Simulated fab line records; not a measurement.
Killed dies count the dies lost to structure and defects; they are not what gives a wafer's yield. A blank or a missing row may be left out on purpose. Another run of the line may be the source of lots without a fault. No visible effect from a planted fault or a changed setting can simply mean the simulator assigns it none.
The same fault as seen by 2 desks | flow nand harc | only its own numbers are on each desk; what lay behind them is given at the end

THE METROLOGY DESK
Means of the sampled wafers that have a number, per lot and without regard to the tool the lot ran on: this is what the gauges read. If a lot's mean is further than 4 standard deviations from the usual mean, the lot is out of limits and carries the mark OUT (the distance appears in the brackets).
Columns: A = cd nm at NHARC_A_M1_CD_MEAS_16, usual 120.2 nm; B = thk nm at NHARC_A_M1_THK_MEAS_24, usual 154.6 nm
lot  | first seen here | A     | B
L307 | day 24 23:13    | 119.9 | 154.5
L309 | day 25 17:18    | 119.6 | 156.0
L317 | day 28 17:21    | 121.2 | 153.9
L316 | day 28 18:56    | 120.6 | 155.1
L318 | day 29 01:28    | 119.8 | 155.9
L321 | day 31 02:50    | 121.0 | 153.9
L326 | day 31 22:25    | 120.0 | 153.6
This desk's finding: nothing out of limits on any of the 7 lots.

THE DEFECT DESK
Counts from the inspections along the route, per lot, as means over the sampled wafers that have a number. If a lot's mean is further than 4 standard deviations from the usual mean, the lot is out of limits and carries the mark OUT (the distance appears in the brackets).
Columns: A = raw defect count at NHARC_A_M1_INSPECT_11, usual 80
lot  | first seen here | A
L307 | day 24 22:49    | 23
L309 | day 25 16:56    | 120
L317 | day 28 16:59    | 150
L316 | day 28 18:35    | 61
L318 | day 29 01:05    | 107
L321 | day 31 02:28    | 122
L326 | day 31 22:02    | 99
This desk's finding: nothing out of limits on any of the 7 lots.

TAKEN TOGETHER
At the metrology desk, nothing out of limits was observed.
No out-of-limits result turned up at the defect desk.

WHAT THE SIMULATOR PUT IN
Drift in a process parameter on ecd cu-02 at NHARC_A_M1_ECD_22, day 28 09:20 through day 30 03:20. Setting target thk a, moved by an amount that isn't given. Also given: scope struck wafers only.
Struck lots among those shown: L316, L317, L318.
